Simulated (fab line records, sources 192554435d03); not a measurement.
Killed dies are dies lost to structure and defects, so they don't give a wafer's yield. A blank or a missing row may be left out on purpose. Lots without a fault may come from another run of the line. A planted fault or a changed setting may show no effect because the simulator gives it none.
fab line records | flow n5_finfet
record lots=7 wafers=21
route steps=1938 shown SDB@365 HKMG_FIN@428 BEOL_M0_SAQP@633 BEOL_M1@753 BEOL_M3@931 BEOL_M4@1037
start_h: hours from the record's first day to the start of the lot's first wafer shown | wait_h: hours since the lot's step before | " the same as in the row above | L1.1+2: a row that stands for several wafers | - no value, or no start given | * or withheld: withheld | < > ~ a bound
route shown NAME@n: a module of which the file shows steps, and the number in the route of the first | usual: mean/standard deviation of fault-free wafers | same: alike in all rows | chamber/n: place in a boat | sites: the reading at each site | _std_site: their standard deviation | _edge_site: outer sites' mean less inner sites' | radius_mm: how far each site lies from the wafer's centre | mask NAME#n: copy n | behind: the tool/chamber that last shaped the wafer | hold: why the lot was held/for how many hours/how that ended | device: the transistor (n, p or np) that didn't switch | end of line: the same wafers' tests at the end of the route | a step without rows: its recipe alone | killed: dies lost to structure and defects at the first sort, not the wafer's yield | map: a wafer's dies, x killed, . not, _ none there
set.NAME: the setting as run; set.NAME@STEP: as run at that earlier step | model.NAME: the simulator's own value behind a step, which no gauge read
lots whose settings were changed on purpose; a table a step, a row a wafer
## steps
# step N5_SDB_STRIP_22
# recipe chemistry=N2/H2 power_w=1000 temp_c=250 h2_frac=0.65 overash_fraction=0.3 pressure_mtorr=withheld n2_flow_sccm=1750 h2_flow_sccm=3250
# usual strip_time_to_endpoint_s=96.4/0.43
# columns lot.wafer tool chamber start_h wait_h set.power_w strip_time_to_endpoint_s
L077.3 plasma_asher-01 1 91.05 0.1 1000 96.9
L077.5 " 0 " " 949 98.2
L077.6 " 1 " " 949 98.9
L079.4 plasma_asher-01 0 97.76 0.1 1000 96.2
L079.5 " 0 " " 1000 96.1
L079.6 " 1 " " 1000 96.4
L080.4 plasma_asher-01 1 101.41 0.1 884.9 101.7
L080.5 " 0 " " 1000 97.1
L080.6 " 1 " " 884.9 101.8
L084.2 plasma_asher-01 0 128.50 0.1 1000 96.5
L084.3 " 0 " " 1000 96.6
L084.6 " 0 " " 1000 97.0
L085.2 plasma_asher-01 0 139.14 0.1 1000 96.8
L085.3 " 0 " " 1000 97.0
L085.5 " 1 " " 1000 97.2
L087.1 plasma_asher-02 1 146.19 0.1 1000 96.1
L087.3 " 0 " " 1000 96.1
L087.6 " 0 " " 1000 95.7
L097.1 plasma_asher-01 0 205.36 0.1 1000 96.3
L097.3 " 1 " " 1000 96.8
L097.5 " 0 " " 1000 96.4
# step N5_HKMG_FIN_PEB_10
# recipe peb_temp_c=withheld peb_time_s=60 resist=CAR-ArF
# columns lot.wafer tool chamber start_h wait_h set.peb_time_s
L077.3+6 litho_track-03 0 101.32 0.0 60
L077.5 " 0 " " 72.43
L079.4+5+6 litho_track-02 0 106.16 0.0 60
L080.4+5+6 litho_track-02 0 109.93 0.0 51.55
L084.2+3 litho_track-03 0 137.63 0.0 60
L084.6 " 0 " " 72.59
L085.2+3+5 litho_track-02 0 148.17 0.0 60
L087.1+6 litho_track-03 0 154.68 0.1 60
L087.3 " 0 " " 49.71
L097.1+5 litho_track-04 0 213.70 0.1 47.99
L097.3 " 0 " " 60
# step N5_HKMG_FIN_DEVELOP_11
# recipe develop_time_s=30 developer=TMAH resist=CAR-ArF dev_temp_c=23 rinse_liquid=diw dry=air_spin
# step N5_HKMG_FIN_CD_MEAS_12
# recipe target_cd_nm=92.8 landing_energy_ev=500 detector=se_inlens
# usual cd_nm=93.0/1
# columns lot.wafer tool chamber start_h wait_h set.peb_time_s@HKMG_FIN_PEB_10 cd_nm
L077.3 cd_sem-02 0 101.39 - 60 93.3
L077.5 " 0 " " 72.43 97.5
L077.6 " 0 " " 60 93.8
L079.4 cd_sem-02 0 106.23 - 60 94.3
L079.5 " 0 " " 60 94.6
L079.6 " 0 " " 60 93.1
L080.4 cd_sem-01 0 110.00 - 51.55 88.6
L080.5 " 0 " " 51.55 88.3
L080.6 " 0 " " 51.55 87.6
L084.2 cd_sem-02 0 137.70 - 60 90.7
L084.3 " 0 " " 60 92.7
L084.6 " 0 " " 72.59 97.6
L085.2 cd_sem-02 0 148.24 - 60 93.9
L085.3 " 0 " " 60 93.6
L085.5 " 0 " " 60 94.7
L087.1 cd_sem-01 0 154.74 - 60 93.7
L087.3 " 0 " " 49.71 86.7
L087.6 " 0 " " 60 94.3
L097.1 cd_sem-02 0 213.77 - 47.99 84.2
L097.3 " 0 " " 60 92.6
L097.5 " 0 " " 47.99 83.8
# step N5_BEOL_M0_SAQP_ILD_DEP_01
# recipe material=SiOC target_thk_a=454.19 temp_c=350 precursor=DEMS/O2 pressure_torr=5 rf_w=500 time_s=8.7
# columns lot.wafer tool chamber start_h wait_h set.time_s model.SiOC_of_BEOL_M0_SAQP_ILD_DEP_01.thk_nm
L077.3 pecvd-02 0 135.70 0.0 8.7 46.2
L077.5 " 2 " " 8.7 46.6
L077.6 " 1 " " 8.7 47.2
L079.4 pecvd-01 0 138.72 0.0 8.7 46.4
L079.5 " 2 " " 8.7 45.6
L079.6 " 1 " " 8.7 46.6
L080.4 pecvd-02 1 141.72 0.0 8.7 46.6
L080.5 " 0 " " 8.7 46
L080.6 " 2 " " 8.7 46.2
L084.2 pecvd-01 2 170.28 0.0 9.374 48.8
L084.3 " 1 " " 8.7 45.6
L084.6 " 0 " " 8.7 46.4
L085.2+3 pecvd-04 2,1 179.86 0.0 9.559 48.6
L085.5 " 0 " " 9.559 49
L087.1 pecvd-04 2 189.53 0.0 8.7 44.6
L087.3 " 0 " " 8.7 45.2
L087.6 " 1 " " 9.962 52
L097.1 pecvd-04 1 245.46 0.0 7.958 42.4
L097.3 " 2 " " 8.7 45
L097.5 " 1 " " 8.7 46.4
# step N5_BEOL_M0_SAQP_PECVD_03
# recipe material=SiCN target_thk_a=120 temp_c=withheld precursor=3MS/NH3 pressure_torr=3 rf_w=202 time_s=21.1
# columns lot.wafer tool chamber start_h wait_h set.time_s model.SiCN_of_BEOL_M0_SAQP_PECVD_03.thk_nm
L077.3+5 pecvd-04 2 138.35 0.1 21.1 12
L077.6 " 1 " " 21.1 12.2
L079.4 pecvd-02 2 138.89 0.1 21.1 12.4
L079.5 " 1 " " 21.1 12.2
L079.6 " 0 " " 21.1 11.8
L080.4 pecvd-02 0 142.57 0.1 21.1 11.8
L080.5+6 " 2,1 " " 21.1 12.2
L084.2 pecvd-04 0 173.01 0.1 19.28 11.2
L084.3 " 1 " " 19.28 11
L084.6 " 0 " " 21.1 12.2
L085.2+5 pecvd-01 0,2 180.98 0.1 21.1 12
L085.3 " 2 " " 19.72 11.2
L087.1+3 pecvd-01 1,2 190.82 0.1 21.1 12
L087.6 " 1 " " 21.1 12.2
L097.1 pecvd-02 2 246.11 0.1 21.1 12.4
L097.3+5 " 1 " " 22.28 12.8
# step N5_BEOL_M1_PECVD_72
# recipe material=SiO2 target_thk_a=160 temp_c=400 precursor=TEOS/O2 pressure_torr=5.5 rf_w=450 teos_flow_sccm=53.8 gas=O2 flow_sccm=3000 time_s=18
# columns lot.wafer tool chamber start_h wait_h set.time_s model.SiO2_of_BEOL_M1_PECVD_72.thk_nm
L079.4 pecvd-04 2 152.85 0.1 18 15.8
L079.5 " 0 " " 18 16.2
L079.6 " 1 " " 18 16
L077.3 pecvd-02 1 153.06 0.0 18 16
L077.5 " 0 " " 19.09 16.6
L077.6 " 2 " " 18 15.6
L080.4+6 pecvd-02 2,0 159.18 0.1 18 16.2
L080.5 " 1 " " 18 16.4
L084.2+3 pecvd-02 0,2 184.53 0.0 20.43 18
L084.6 " 0 " " 20.43 18.2
L085.2 pecvd-03 1 193.40 0.0 18 15.6
L085.3 " 0 " " 20.57 18
L085.5 " 2 " " 20.57 18.2
L087.1 pecvd-03 0 203.49 0.0 16.87 14.8
L087.3+6 " 2 " " 18 16.2
L097.1 pecvd-02 0 260.65 0.0 18 15.6
L097.3 " 2 " " 18 16
L097.5 " 2 " " 18 16.2
# step N5_BEOL_M1_COAT_61
# recipe resist=SOC temp_c=250 time_s=60 spin_rpm=1500 resist_thk_nm=60
# columns lot.wafer tool chamber start_h wait_h set.spin_rpm model.SOC_of_BEOL_M1_COAT_61.thk_nm
L079.4 litho_track-03 0 156.45 0.1 1500 60
L079.5+6 " 0 " " 1500 59.8
L077.3+6 litho_track-02 0 156.45 0.1 1500 59.8
L077.5 " 0 " " 1543 58.8
L080.4+5 litho_track-04 0 159.95 0.1 1500 60
L080.6 " 0 " " 1381 62.6
L084.2+3 litho_track-03 0 187.20 0.1 1500 60
L084.6 " 0 " " 1500 60.2
L085.2 litho_track-02 0 194.00 0.1 1500 60.2
L085.3 " 0 " " 1424 61.8
L085.5 " 0 " " 1500 60
L087.1+3+6 litho_track-04 0 203.85 0.1 1559 58.8
L097.1 litho_track-03 0 261.40 0.1 1500 60.2
L097.3 " 0 " " 1396 62.6
L097.5 " 0 " " 1500 60.4
# step N5_BEOL_M1_COAT_62
# recipe resist=SiARC temp_c=220 time_s=60 spin_rpm=1500 resist_thk_nm=12
# step N5_BEOL_M1_COAT_73
# recipe resist=underlayer temp_c=205 time_s=60 spin_rpm=1500 resist_thk_nm=5
# step N5_BEOL_M1_ETCH_74
# recipe chemistry=N2/H2 target=underlayer target_depth_a=65 mask_material=CAR-EUV time_s=5.2 ion_energy_ev=200 pressure_mtorr=30 source_w=840 bias_w=150 n2_flow_sccm=200 h2_flow_sccm=200 ends=cleared
# step N5_BEOL_M1_ETCH_63
# recipe chemistry=CF4 target=SiARC target_depth_a=156 mask_material=CAR-EUV time_s=26 ion_energy_ev=80 pressure_mtorr=40 source_w=545 bias_w=36 Ar_flow_sccm=100 cf4_flow_sccm=100 ends=cleared
# step N5_BEOL_M1_ETCH_64
# recipe chemistry=N2/H2 target=SOC target_depth_a=750 overetch_a=150 mask_material=SiARC temp_c=40 time_s=112.5 ion_energy_ev=200 pressure_mtorr=30 source_w=840 bias_w=150 n2_flow_sccm=200 h2_flow_sccm=200
# columns lot.wafer tool chamber start_h wait_h set.spin_rpm@BEOL_M1_COAT_61 model.etch.depth_nm
L079.4 rie_diel-04 3 157.07 0.1 1500 59.99
L079.5 " 1 " " 1500 59.85
L079.6 " 2 " " 1500 59.75
L077.3 rie_diel-03 2 157.12 0.0 1500 59.82
L077.5 " 2 " " 1543 58.88
L077.6 " 1 " " 1500 59.75
L080.4 rie_diel-03 1 160.55 0.0 1500 59.97
L080.5 " 3 " " 1500 60.03
L080.6 " 0 " " 1381 62.66
L084.2 rie_diel-04 2 187.86 0.0 1500 59.97
L084.3 " 3 " " 1500 59.95
L084.6 " 3 " " 1500 60.15
L085.2 rie_diel-03 1 194.47 0.0 1500 60.13
L085.3 " 2 " " 1424 61.78
L085.5 " 3 " " 1500 59.98
L087.1 rie_diel-03 3 204.44 0.0 1559 58.83
L087.3 " 2 " " 1559 58.84
L087.6 " 1 " " 1559 58.76
L097.1 rie_diel-01 3 262.18 0.0 1500 60.16
L097.3 " 0 " " 1396 62.64
L097.5 " 1 " " 1500 60.37
# step N5_BEOL_M1_STRIP_65
# recipe chemistry=N2/H2 temp_c=40 n2_flow_sccm=200 h2_flow_sccm=200 rf_frequency_hz=6e+07
# step N5_BEOL_M1_STRIP_75
# recipe chemistry=N2/H2 temp_c=40 n2_flow_sccm=200 h2_flow_sccm=200 rf_frequency_hz=6e+07
# step N5_BEOL_M1_STRIP_66
# recipe chemistry=CF4 resist=SiARC power_w=300 bias_power_w=75 pressure_mtorr=50 cf4_flow_sccm=150 rf_frequency_hz=6e+07
# step N5_BEOL_M1_HM_OPEN_17
# recipe chemistry=Cl2/BCl3 target_depth_a=200 overetch_a=60 target=TiN mask_material=SOC ion_energy_ev=150 pressure_mtorr=10 icp_w=1000 bias_w=126 Cl2_flow_sccm=53.25 bcl3_flow_sccm=21.75 Ar_flow_sccm=25
# columns lot.wafer tool chamber start_h wait_h set.spin_rpm@BEOL_M1_COAT_61 model.SOC_of_BEOL_M1_COAT_61.thk_nm
L079.4 rie_metal-02 0 157.21 0.1 1500 51.8
L079.5 " 1 " " 1500 52.4
L079.6 " 0 " " 1500 51.4
L077.3 rie_metal-02 0 157.32 0.1 1500 51.4
L077.5 " 0 " " 1543 50.6
L077.6 " 1 " " 1500 52.2
L080.4 rie_metal-02 0 160.75 0.1 1500 51.8
L080.5 " 1 " " 1500 52.4
L080.6 " 0 " " 1381 54.4
L084.2+6 rie_metal-02 1 188.02 0.0 1500 52.4
L084.3 " 0 " " 1500 51.6
L085.2+5 rie_metal-01 0,1 194.64 0.0 1500 52.4
L085.3 " 1 " " 1424 54
L087.1 rie_metal-02 1 204.61 0.0 1559 51.2
L087.3 " 0 " " 1559 50.6
L087.6 " 1 " " 1559 51
L097.1 rie_metal-02 0 262.34 0.0 1500 52
L097.3 " 0 " " 1396 54.4
L097.5 " 1 " " 1500 52.8
# step N5_BEOL_M3_ILD_DEP_00
# recipe material=SiOC target_thk_a=790 temp_c=350 precursor=DEMS/O2 pressure_torr=5 rf_w=500 time_s=15.3
# columns lot.wafer tool chamber start_h wait_h set.time_s model.SiOC_of_BEOL_M3_ILD_DEP_00.thk_nm
L079.4 pecvd-04 0 174.01 0.1 15.3 79.2
L079.5 " 2 " " 15.3 78
L079.6 " 1 " " 15.3 80.8
L077.3 pecvd-01 0 177.81 0.0 15.3 77
L077.5 " 1 " " 15.3 79.2
L077.6 " 0 " " 15.3 79
L080.4 pecvd-04 0 183.30 0.1 15.3 78.8
L080.5 " 1 " " 15.3 80
L080.6 " 2 " " 15.3 77.4
L084.2 pecvd-04 0 216.69 0.0 16.56 84.4
L084.3 " 0 " " 16.56 86
L084.6 " 0 " " 15.3 78.6
L085.2 pecvd-01 2 231.29 0.0 15.3 78
L085.3 " 0 " " 15.3 76.2
L085.5 " 1 " " 15.3 78.6
L087.1 pecvd-02 2 242.32 0.0 17.25 87.4
L087.3 " 2 " " 17.25 88.6
L087.6 " 0 " " 15.3 78.4
L097.1 pecvd-01 1 293.70 0.0 15.3 77.8
L097.3 " 2 " " 15.3 78.4
L097.5 " 2 " " 15.3 79.4
# step N5_BEOL_M3_THK_MEAS_01
# recipe reads=SiOC_of_BEOL_M3_ILD_DEP_00
# usual M3_ILD_THK=78.7/1.1
# columns lot.wafer tool chamber start_h wait_h set.time_s@BEOL_M3_ILD_DEP_00 M3_ILD_THK[nm]
L079.4 film_metro-01 - 174.06 0.0 15.3 79.3
L079.5 " - " " 15.3 78.1
L079.6 " - " " 15.3 80.7
L077.3 film_metro-02 - 177.88 0.1 15.3 77.1
L077.5 " - " " 15.3 79.2
L077.6 " - " " 15.3 78.9
L080.4 film_metro-02 - 183.35 0.0 15.3 78.7
L080.5 " - " " 15.3 80.0
L080.6 " - " " 15.3 77.2
L084.2 film_metro-02 - 216.77 0.1 16.56 84.5
L084.3 " - " " 16.56 86.0
L084.6 " - " " 15.3 78.5
L085.2 film_metro-02 - 231.36 0.1 15.3 78.1
L085.3 " - " " 15.3 76.2
L085.5 " - " " 15.3 78.6
L087.1 film_metro-02 - 242.40 0.1 17.25 87.5
L087.3 " - " " 17.25 88.6
L087.6 " - " " 15.3 78.3
L097.1 film_metro-02 - 293.76 0.0 15.3 77.9
L097.3 " - " " 15.3 78.5
L097.5 " - " " 15.3 79.3
# step N5_BEOL_M3_EXPOSE_08
# recipe mask_id=M3 na=0.33 source_shape=dipole sigma_inner=0.369 sigma_outer=0.767 polarization=unpolarized dose_mj=33
# columns lot.wafer tool chamber start_h wait_h mask set.dose_mj
L079.4+5+6 euv_scanner-02 0 177.51 - M3#0 33
L077.3+5+6 euv_scanner-02 0 178.50 - M3#0 33
L080.4+5+6 euv_scanner-02 0 185.82 - M3#0 30.74
L084.2+6 euv_scanner-01 0 219.39 - M3#0 33
L084.3 " 0 " " M3#0 33.64
L085.2+3 euv_scanner-02 0 233.63 - M3#0 34.68
L085.5 " 0 " " M3#0 33
L087.1+6 euv_scanner-01 0 245.12 - M3#0 33
L087.3 " 0 " " M3#0 35.07
L097.1+3+5 euv_scanner-02 0 296.12 - M3#0 33
# step N5_BEOL_M3_PEB_09
# recipe peb_temp_c=100 peb_time_s=60 resist=CAR-EUV
# step N5_BEOL_M3_DEVELOP_10
# recipe develop_time_s=30 developer=TMAH resist=CAR-EUV rinse_liquid=surfactant_rinse dry=air_spin dev_temp_c=23
# step N5_BEOL_M3_CD_MEAS_11
# recipe target_cd_nm=17.05 landing_energy_ev=500 detector=se_inlens polarity=opening
# usual cd_nm=17.04/0.26
# columns lot.wafer tool chamber start_h wait_h set.dose_mj@BEOL_M3_EXPOSE_08 cd_nm
L079.4 cd_sem-01 0 177.62 - 33 17.45
L079.5 " 0 " " 33 17.40
L079.6 " 0 " " 33 16.98
L077.3 cd_sem-02 0 178.61 - 33 17.02
L077.5 " 0 " " 33 17.12
L077.6 " 0 " " 33 17.13
L080.4 cd_sem-02 0 185.93 - 30.74 15.34
L080.5 " 0 " " 30.74 15.53
L080.6 " 0 " " 30.74 15.28
L084.2 cd_sem-02 0 219.51 - 33 16.65
L084.3 " 0 " " 33.64 17.17
L084.6 " 0 " " 33 16.95
L085.2 cd_sem-02 0 233.75 - 34.68 17.70
L085.3 " 0 " " 34.68 17.72
L085.5 " 0 " " 33 16.66
L087.1 cd_sem-02 0 245.24 - 33 16.77
L087.3 " 0 " " 35.07 18.54
L087.6 " 0 " " 33 17.09
L097.1 cd_sem-01 0 296.24 - 33 16.66
L097.3 " 0 " " 33 16.56
L097.5 " 0 " " 33 16.65
# step N5_BEOL_M3_DESCUM_16
# recipe chemistry=O2 time_s=7 source_power_w=50 bias_power_w=20 pressure_mtorr=20 rf_frequency_hz=2.712e+07 temp_c=40 resist=CAR-EUV o2_flow_sccm=225
# step N5_BEOL_M3_ETCH_74
# recipe chemistry=N2/H2 target=underlayer target_depth_a=65 mask_material=CAR-EUV time_s=5.2 ion_energy_ev=200 pressure_mtorr=30 source_w=840 bias_w=150 n2_flow_sccm=200 h2_flow_sccm=200 ends=cleared
# columns lot.wafer tool chamber start_h wait_h set.dose_mj@BEOL_M3_EXPOSE_08 model.BEOL_M3.cd_offset_nm
L079.4 rie_diel-04 1 177.87 0.0 33 0.2
L079.5 " 2 " " 33 0.4
L079.6 " 3 " " 33 0
L077.3+6 rie_diel-01 3,2 179.12 0.0 33 -0.2
L077.5 " 3 " " 33 0.2
L080.4+5 rie_diel-01 3,1 186.08 0.0 30.74 -1.2
L080.6 " 2 " " 30.74 -1.4
L084.2 rie_diel-01 3 219.66 0.0 33 -0.2
L084.3 " 0 " " 33.64 0
L084.6 " 0 " " 33 -0.4
L085.2 rie_diel-03 2 233.99 0.0 34.68 0.4
L085.3 " 3 " " 34.68 0.8
L085.5 " 2 " " 33 -0.6
L087.1 rie_diel-01 2 245.40 0.0 33 0.2
L087.3 " 1 " " 35.07 1.6
L087.6 " 0 " " 33 0
L097.1+5 rie_diel-03 1 296.40 0.0 33 -0.6
L097.3 " 0 " " 33 -0.4
# step N5_BEOL_M4_DESCUM_16
# recipe chemistry=O2 time_s=7 source_power_w=50 bias_power_w=20 pressure_mtorr=20 rf_frequency_hz=2.712e+07 temp_c=40 resist=CAR-EUV o2_flow_sccm=225
# columns lot.wafer tool chamber start_h wait_h set.time_s
L079.4+5+6 rie_diel-06 2,1,2 193.80 0.0 7
L077.3+6 rie_diel-02 2,0 197.17 0.1 8.282
L077.5 " 1 " " 7
L080.4 rie_diel-06 1 203.08 0.0 7
L080.5+6 " 0,3 " " 6.286
L084.2+3+6 rie_diel-02 2,1,2 241.73 0.1 7
L085.2+3+5 rie_diel-05 0,1,1 246.17 0.0 7
L087.1+3+6 rie_diel-05 2,0,2 258.45 0.0 7
L097.1+3+5 rie_diel-06 2,3,1 331.29 0.5 7
# step N5_BEOL_M4_ETCH_74
# recipe chemistry=N2/H2 target=underlayer target_depth_a=65 mask_material=CAR-EUV time_s=5.2 ion_energy_ev=200 pressure_mtorr=30 source_w=840 bias_w=150 n2_flow_sccm=200 h2_flow_sccm=200 ends=cleared
# columns lot.wafer tool chamber start_h wait_h set.time_s@BEOL_M4_DESCUM_16 model.CAR-EUV_of_BEOL_M4_COAT_05.thk_nm
L079.4+5 rie_diel-06 2,1 193.84 0.0 7 20.4
L079.6 " 2 " " 7 20.6
L077.3 rie_diel-02 2 197.21 0.0 8.282 19.6
L077.5 " 1 " " 7 20.4
L077.6 " 0 " " 8.282 19.8
L080.4 rie_diel-06 1 203.12 0.0 7 20.2
L080.5+6 " 0,3 " " 6.286 20.6
L084.2+3 rie_diel-02 2,1 241.77 0.0 7 20.4
L084.6 " 2 " " 7 20.2
L085.2 rie_diel-05 0 246.22 0.0 7 20.2
L085.3+5 " 1 " " 7 20.4
L087.1+3 rie_diel-05 2,0 258.48 0.0 7 20
L087.6 " 2 " " 7 20.2
L097.1+5 rie_diel-06 2,1 331.33 0.0 7 20.4
L097.3 " 3 " " 7 20.6
## key
split step=N5_SDB_STRIP_22 setting=power_w stated=1000 by=wafer
response step=N5_SDB_STRIP_22 reading=strip_time_to_endpoint_s change=* per=1% r=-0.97
split step=N5_HKMG_FIN_PEB_10 setting=peb_time_s stated=60 by=wafer
response step=N5_HKMG_FIN_CD_MEAS_12 reading=cd_nm change=+0.321 per=1% r=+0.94
split step=N5_BEOL_M0_SAQP_ILD_DEP_01 setting=time_s stated=8.7 by=wafer
response step=N5_BEOL_M0_SAQP_ILD_DEP_01 reading=model.SiOC_of_BEOL_M0_SAQP_ILD_DEP_01.thk_nm change=+0.445 per=1% r=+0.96
split step=N5_BEOL_M0_SAQP_PECVD_03 setting=time_s stated=21.1 by=wafer
response step=N5_BEOL_M0_SAQP_PECVD_03 reading=model.SiCN_of_BEOL_M0_SAQP_PECVD_03.thk_nm change=+0.114 per=1% r=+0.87
split step=N5_BEOL_M1_PECVD_72 setting=time_s stated=18 by=wafer
response step=N5_BEOL_M1_PECVD_72 reading=model.SiO2_of_BEOL_M1_PECVD_72.thk_nm change=+0.176 per=1% r=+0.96
split step=N5_BEOL_M1_COAT_61 setting=spin_rpm stated=1500 by=wafer
response step=N5_BEOL_M1_COAT_61 reading=model.SOC_of_BEOL_M1_COAT_61.thk_nm change=-0.332 per=1% r=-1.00
response step=N5_BEOL_M1_ETCH_64 reading=model.etch.depth_nm change=-0.338 per=1% r=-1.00
response step=N5_BEOL_M1_HM_OPEN_17 reading=model.SOC_of_BEOL_M1_COAT_61.thk_nm change=-0.301 per=1% r=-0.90
split step=N5_BEOL_M3_ILD_DEP_00 setting=time_s stated=15.3 by=wafer
response step=N5_BEOL_M3_ILD_DEP_00 reading=model.SiOC_of_BEOL_M3_ILD_DEP_00.thk_nm change=+0.767 per=1% r=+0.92
response step=N5_BEOL_M3_THK_MEAS_01 reading=M3_ILD_THK change=+0.778 per=1% r=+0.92
split step=N5_BEOL_M3_EXPOSE_08 setting=dose_mj stated=33 by=wafer
response step=N5_BEOL_M3_CD_MEAS_11 reading=cd_nm change=+0.234 per=1% r=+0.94
response step=N5_BEOL_M3_ETCH_74 reading=model.BEOL_M3.cd_offset_nm change=+0.233 per=1% r=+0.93
split step=N5_BEOL_M4_DESCUM_16 setting=time_s stated=7 by=wafer
response step=N5_BEOL_M4_ETCH_74 reading=model.CAR-EUV_of_BEOL_M4_COAT_05.thk_nm change=-0.0385 per=1% r=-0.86
